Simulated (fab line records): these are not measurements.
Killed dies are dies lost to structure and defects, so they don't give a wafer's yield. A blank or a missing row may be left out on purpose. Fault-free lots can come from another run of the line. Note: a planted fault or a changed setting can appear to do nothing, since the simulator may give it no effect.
The tool behind it: which one? | flow nand-harc | 6 lots with 18 wafers sampled at 3 steps, on a route of 1302 steps

## WHAT EACH GAUGE READ, for each wafer
NHARC_P_GATE_INSPECT_28.
lot  | measured     | on                | raw-defect-count
L140 | day 5 08:57  | defect-inspect-02 | 10 10 2
L150 | day 9 12:25  | defect-inspect-01 | 16 19 15
L153 | day 11 01:35 | defect-inspect-02 | 4 7 3
L156 | day 12 02:37 | defect-inspect-02 | 4 3 3
L159 | day 13 07:52 | defect-inspect-01 | 4 8 6
L162 | day 14 17:16 | defect-inspect-01 | 6 5 2

## EACH LOT AND THE TOOL THAT RAN IT (in order: tool; ch and the chambers of the sampled wafers; start)
lot  | NHARC_P_STI_ETCH_15              | NHARC_P_GATE_HM_DEP_102
L140 | rie-si-03 ch 0,3, day 3 05:23    | acl-dep-03 ch 0, day 5 07:41
L150 | rie-si-04 ch 0,1,3, day 7 09:14  | acl-dep-02 ch 0, day 9 11:08
L153 | rie-si-04 ch 1,2,3, day 8 17:44  | acl-dep-03 ch 0, day 11 00:07
L156 | rie-si-03 ch 1,3, day 9 20:43    | acl-dep-01 ch 0, day 12 01:18
L159 | rie-si-02 ch 0,2,3, day 11 04:57 | acl-dep-01 ch 0, day 13 06:31
L162 | rie-si-03 ch 1,2,3, day 12 14:40 | acl-dep-02 ch 0, day 14 15:53
- NHARC_P_STI_ETCH_15: etches the open film in HBr/Cl2, target depth 300 nm, time 100.1 s.
- NHARC_P_GATE_HM_DEP_102: deposits aC, target thk 120 nm.

## THE ANSWER, worked out from the rows above alone
Rule: the usual values come from the lots themselves. Put in order of their means at a reading, lots are off if they are a third of the lots or fewer, leave a main group of 4 or more, and stand apart from it by a gap of 3 or more times the standard deviation of the main group's means; of several such gaps the widest counts. If all means in a main group match to the digits the tables above print for the reading, that group is not used. A lot without any number at a reading at which 4 lots or more have one is off too. Any other lot the step has rows for is counted as sound.
Off: L150 (NHARC_P_GATE_INSPECT_28, raw-defect-count). The main group has a mean of 5 with a standard deviation of 1.4.
A tool fits if, at a process step before that reading, it ran every lot that is off, and no sound lot after the first of them. Gauges at NHARC_P_GATE_INSPECT_28: tried the same way as those tools. Not one of the candidates tried fits.

## WHAT THE SIMULATOR HAD PUT IN
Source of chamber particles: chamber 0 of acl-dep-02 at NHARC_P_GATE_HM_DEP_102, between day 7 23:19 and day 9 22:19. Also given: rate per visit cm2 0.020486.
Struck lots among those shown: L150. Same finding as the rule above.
